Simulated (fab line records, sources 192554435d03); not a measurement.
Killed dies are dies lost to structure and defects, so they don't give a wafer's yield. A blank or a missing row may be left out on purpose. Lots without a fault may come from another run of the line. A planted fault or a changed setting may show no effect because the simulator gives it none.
fab line records | flow n5_finfet | part 2 of 2: steps 15 to 21 of 21
record lots=5 wafers=15 last_day=18
route steps=1938 shown FIN_SAQP@126
lots that met no fault: from a run of the same line without faults
start_h: hours from the record's first day to the start of the lot's first wafer shown | wait_h: hours since the lot's step before | " the same as in the row above | L1.1+2: a row that stands for several wafers | - no value, or no start given | * or withheld: withheld | < > ~ a bound
route shown NAME@n: a module of which the file shows steps, and the number in the route of the first | usual: mean/standard deviation of fault-free wafers | same: alike in all rows | chamber/n: place in a boat | sites: the reading at each site | _std_site: their standard deviation | _edge_site: outer sites' mean less inner sites' | radius_mm: how far each site lies from the wafer's centre | mask NAME#n: copy n | behind: the tool/chamber that last shaped the wafer | hold: why the lot was held/for how many hours/how that ended | device: the transistor (n, p or np) that didn't switch | end of line: the same wafers' tests at the end of the route | a step without rows: its recipe alone | killed: dies lost to structure and defects at the first sort, not the wafer's yield | map: a wafer's dies, x killed, . not, _ none there
set.NAME: the setting as run; set.NAME@STEP: as run at that earlier step | model.NAME: the simulator's own value behind a step, which no gauge read
lots at some steps of the route; a table a step, a row a wafer
services: from which hour (start_h, from the record's first day; less than 0 if before it) a tool's chamber was out of use, for how many hours, and why
## steps
# step N5_FIN_SAQP_MANDREL2_REMOVE_60
# recipe chemistry=HBr/Cl2/O2 bt_time_s=10 target=a-Si stop_on=SiNx endpoint=OES-SiCl over_etch_frac=1 icp_w=600 bias_w=22 HBr_flow_sccm=150 Cl2_flow_sccm=80 O2_flow_sccm=5 pressure_mtorr=10
# usual drypump_motor_current_A=5.8/0.46 oes_product_au=1.000/0.019 throttle_valve_pct=36.7/0.32
# same bt_time_s=10
# columns lot.wafer tool chamber start_h wait_h drypump_motor_current_A oes_product_au rf_hours_counter_h throttle_valve_pct
L083.2 rie_si-02 0 81.65 0.1 5.9 1.008 33 36.9
L083.3 " 2 " " 5.6 0.991 178 36.3
L083.4 " 1 " " 6.3 1.017 84 36.2
L084.1 rie_si-03 2 85.55 0.1 5.6 0.972 118 36.5
L084.2 " 0 " " 5.9 0.967 120 37.1
L084.5 " 1 " " 5.0 0.991 - 37.2
L088.2 rie_si-01 2 110.13 0.1 5.5 1.031 117 36.7
L088.3 " 1 " " 5.5 1.005 176 37.2
L088.6 " 3 " " 5.5 1.011 - 37.0
L091.1 rie_si-02 0 128.80 0.1 5.9 1.013 33 36.9
L091.4 " 2 " " 5.6 0.992 179 36.3
L091.6 " 1 " " 6.3 1.018 - 36.2
L095.1 rie_si-02 0 152.16 0.1 5.9 1.004 34 36.9
L095.3 " 3 " " 6.5 0.998 4 36.6
L095.4 " 1 " " 6.3 1.032 85 36.2
# step N5_FIN_SAQP_CD_MEAS_31
# recipe target_cd_nm=8 landing_energy_ev=1000 detector=se_inlens polarity=line
# usual cd_nm=8.08/0.23
# columns lot.wafer tool chamber start_h wait_h cd_nm
L083.2 cd_sem-02 0 81.76 0.1 7.97
L083.3 " 0 " " 7.95
L083.4 " 0 " " 8.03
L084.1 cd_sem-03 0 85.66 0.1 8.23
L084.2 " 0 " " 7.97
L084.5 " 0 " " 7.80
L088.2 cd_sem-01 0 110.24 0.1 8.07
L088.3 " 0 " " 8.04
L088.6 " 0 " " 8.19
L091.1 cd_sem-03 0 128.91 0.1 7.69
L091.4 " 0 " " 8.07
L091.6 " 0 " " 8.27
L095.1 cd_sem-02 0 152.27 0.1 7.85
L095.3 " 0 " " 8.11
L095.4 " 0 " " 8.20
# step N5_FIN_SAQP_HM_OPEN_33
# recipe chemistry=CH3F/O2 target=SiNx mask_material=SiO2 target_depth_a=494 time_s=70.6 pressure_mtorr=30 source_w=395 bias_w=73 Ar_flow_sccm=150 CH3F_flow_sccm=30 O2_flow_sccm=20 ion_energy_ev=120 ends=cleared
# usual CH3F_flow_sccm=29.99/0.086 drypump_motor_current_A=5.9/0.54 etch_rf_on_time_s=70.4/1.9 oes_product_au=0.67/0.055 rf_vpp_V=295/6.1 showerhead_plenum_p_Torr=2.00/0.056 throttle_valve_pct=16.26/0.21
# columns lot.wafer tool chamber start_h wait_h CH3F_flow_sccm drypump_motor_current_A etch_rf_on_time_s oes_product_au rf_hours_counter_h rf_vpp_V showerhead_plenum_p_Torr throttle_valve_pct
L083.2 rie_diel-06 0 81.84 0.1 30.01 6.4 71.2 0.68 90 298 2.03 16.09
L083.3 " 1 " " 29.98 5.7 69.6 0.74 45 296 1.96 16.08
L083.4 " 2 " " 30.02 4.9 71.5 0.64 - 288 2.00 16.28
L084.1 rie_diel-06 0 85.71 0.0 30.07 6.4 69.4 0.68 91 299 2.02 16.09
L084.2 " 1 " " 30.00 5.7 69.5 0.74 46 295 1.96 16.07
L084.5 " 0 " " 29.98 6.4 71.7 0.67 - 299 2.02 16.09
L088.2 rie_diel-02 2 110.28 0.0 30.11 5.9 65.4 0.61 213 297 2.00 16.47
L088.3 " 1 " " 29.94 6.3 69.7 0.73 48 284 2.05 16.35
L088.6 " 1 " " 30.01 6.3 71.8 0.72 - 284 2.05 16.33
L091.1 rie_diel-02 2 128.96 0.0 29.92 5.9 66.4 0.61 221 296 2.00 16.50
L091.4 " 1 " " 30.08 6.4 70.4 0.72 56 283 2.05 16.35
L091.6 " 1 " " 30.04 6.3 71.7 0.71 - 285 2.05 16.37
L095.1 rie_diel-06 0 152.32 0.0 29.91 6.4 71.5 0.64 119 298 2.02 16.14
L095.3 " 1 " " 30.04 5.8 73.4 0.70 74 296 1.95 16.13
L095.4 " 1 " " 30.04 5.8 74.7 0.70 - 296 1.95 16.11
# step N5_FIN_SAQP_ETCH_34
# recipe chemistry=C4F6/O2 target=SiO2 target_depth_a=450 time_s=15 ion_energy_ev=250 pressure_mtorr=30 source_w=345 bias_w=185 Ar_flow_sccm=300 C4F6_flow_sccm=10 O2_flow_sccm=10 ends=cleared
# usual drypump_motor_current_A=5.9/0.54 etch_rf_on_time_s=15.19/0.27 oes_product_au=0.67/0.055 rf_vpp_V=661/14 showerhead_plenum_p_Torr=2.84/0.079 throttle_valve_pct=20.98/0.22
# columns lot.wafer tool chamber start_h wait_h drypump_motor_current_A etch_rf_on_time_s oes_product_au rf_hours_counter_h rf_vpp_V showerhead_plenum_p_Torr throttle_valve_pct
L083.2 rie_diel-06 0 81.91 0.0 6.4 15.17 0.68 90 668 2.88 20.84
L083.3 " 1 " " 5.8 15.15 0.74 45 661 2.78 20.79
L083.4 " 2 " " 4.9 15.02 0.65 - 644 2.84 20.99
L084.1 rie_diel-06 0 85.78 0.0 6.4 15.52 0.67 91 668 2.88 20.84
L084.2 " 1 " " 5.8 15.33 0.73 47 662 2.78 20.80
L084.5 " 0 " " 6.4 15.51 0.67 - 668 2.88 20.84
L088.2 rie_diel-02 2 110.35 0.0 5.9 14.52 0.62 213 665 2.85 21.26
L088.3 " 1 " " 6.3 15.00 0.73 48 638 2.92 21.20
L088.6 " 1 " " 6.3 15.03 0.73 - 635 2.92 21.19
L091.1 rie_diel-02 2 129.03 0.0 5.8 14.79 0.62 221 664 2.85 21.26
L091.4 " 1 " " 6.3 15.37 0.71 56 636 2.92 21.19
L091.6 " 1 " " 6.3 15.15 0.71 - 636 2.92 21.20
L095.1 rie_diel-06 0 152.39 0.0 6.4 15.35 0.65 119 669 2.87 20.89
L095.3 " 1 " " 5.8 15.60 0.70 74 662 2.77 20.83
L095.4 " 1 " " 5.8 15.56 0.70 - 661 2.77 20.82
# step N5_FIN_SAQP_STRIP_77
# recipe chemistry=N2/H2 time_s=90 power_w=100 temp_c=40 pressure_mtorr=100 rf_frequency_hz=6e+07 bias_power_w=3 n2_flow_sccm=300 h2_flow_sccm=300
# usual drypump_motor_current_A=5.9/0.54 oes_product_au=0.78/0.068 rf_vpp_V=45.2/0.85 showerhead_plenum_p_Torr=3.37/0.096 throttle_valve_pct=12.17/0.19
# columns lot.wafer tool chamber start_h wait_h drypump_motor_current_A oes_product_au rf_hours_counter_h rf_vpp_V showerhead_plenum_p_Torr throttle_valve_pct
L083.2 rie_diel-06 0 81.93 0.0 6.4 0.79 90 44.6 3.42 12.07
L083.3 " 1 " " 5.8 0.88 45 44.6 3.30 11.94
L083.4 " 2 " " 4.9 0.75 - 45.1 3.38 12.35
L084.1 rie_diel-06 0 85.80 0.0 6.4 0.78 91 45.3 3.42 12.06
L084.2 " 1 " " 5.8 0.87 47 46.0 3.30 11.96
L084.5 " 0 " " 6.4 0.78 - 44.4 3.42 12.06
L088.2 rie_diel-02 2 110.38 0.0 5.9 0.72 213 44.4 3.32 12.19
L088.3 " 1 " " 6.3 0.87 48 44.8 3.42 11.94
L088.6 " 1 " " 6.4 0.86 - 45.6 3.42 11.94
L091.1 rie_diel-02 2 129.05 0.0 5.9 0.72 221 44.0 3.31 12.19
L091.4 " 1 " " 6.3 0.84 56 43.6 3.41 11.99
L091.6 " 1 " " 6.3 0.85 - 45.2 3.41 11.97
L095.1 rie_diel-06 0 152.41 0.0 6.4 0.76 119 46.3 3.41 12.14
L095.3 " 1 " " 5.8 0.83 74 45.3 3.29 12.03
L095.4 " 1 " " 5.8 0.83 - 44.6 3.29 12.01
# step N5_FIN_SAQP_HM_CD_35
# recipe target_cd_nm=8 polarity=line
# usual cd_nm=8.06/0.27
# columns lot.wafer tool chamber start_h wait_h cd_nm
L083.2 cd_sem-03 - 82.06 0.1 8.13
L083.3 " - " " 8.28
L083.4 " - " " 8.04
L084.1 cd_sem-03 - 85.92 0.1 7.77
L084.2 " - " " 8.26
L084.5 " - " " 7.87
L088.2 cd_sem-02 - 110.50 0.1 8.19
L088.3 " - " " 8.16
L088.6 " - " " 7.63
L091.1 cd_sem-03 - 129.18 0.1 8.03
L091.4 " - " " 8.21
L091.6 " - " " 8.30
L095.1 cd_sem-03 - 152.54 0.1 8.14
L095.3 " - " " 8.22
L095.4 " - " " 8.53
# step N5_FIN_SAQP_ETCH_64
# recipe chemistry=CF4 target=SiO2 target_depth_a=15 ion_energy_ev=350 pressure_mtorr=10 icp_w=800 bias_w=400 cf4_flow_sccm=80
# usual drypump_motor_current_A=5.7/0.44 oes_product_au=0.981/0.021 throttle_valve_pct=21.85/0.28
# columns lot.wafer tool chamber start_h wait_h drypump_motor_current_A oes_product_au rf_hours_counter_h throttle_valve_pct
L083.2 rie_si-03 1 82.11 0.0 5.0 0.957 103 22.16
L083.3 " 0 " " 5.9 0.957 120 21.80
L083.4 " 3 " " 5.3 0.968 132 21.72
L084.1 rie_si-01 2 85.97 0.0 5.5 0.987 117 21.81
L084.2 " 3 " " 5.5 1.002 197 22.12
L084.5 " 2 " " 5.5 0.988 - 21.82
L088.2 rie_si-03 3 110.55 0.0 5.3 0.980 133 21.72
L088.3 " 0 " " 5.9 0.962 121 21.78
L088.6 " 3 " " 5.3 0.971 - 21.72
L091.1 rie_si-03 3 129.23 0.0 5.3 0.959 133 21.71
L091.4 " 2 " " 5.6 0.976 119 21.66
L091.6 " 1 " " 5.0 0.950 - 22.19
L095.1 rie_si-01 0 152.59 0.0 6.6 0.981 78 21.56
L095.3 " 2 " " 5.5 0.993 118 21.80
L095.4 " 1 " " 5.4 0.988 177 22.44
## services
# columns tool chamber start_h hours kind
rie_diel-06 0 56.88 6.4 repair
ald_sin-02 - 58.13 1.8 repair
rie_diel-04 - 59.92 0.3 repair
rie_si-02 - 65.70 2.8 pm
rie_diel-06 3 67.20 121.0 repair
rie_diel-02 3 68.22 5.0 repair
vapor_etch-01 - 89.86 2.1 repair
rie_si-03 1 94.00 6.1 repair
rie_diel-02 2 98.16 2.6 repair
rie_si-03 2 107.29 3.7 repair
ald_sin-03 - 107.42 14.6 pm
rie_diel-02 3 114.24 1.8 repair
rie_si-01 3 117.00 - clean
rie_si-01 3 117.00 20.4 scheduled_down
rie_si-01 3 117.00 20.4 vent_cycle
ald_sin-03 - 123.64 3.7 repair
ald_sin-03 - 129.82 1.7 repair
rie_diel-04 - 137.64 1.0 repair
rie_si-02 1 141.54 4.6 repair
litho_track-05 - 142.53 - consumable_replace:filter
ald_sin-04 3 148.02 13.1 repair
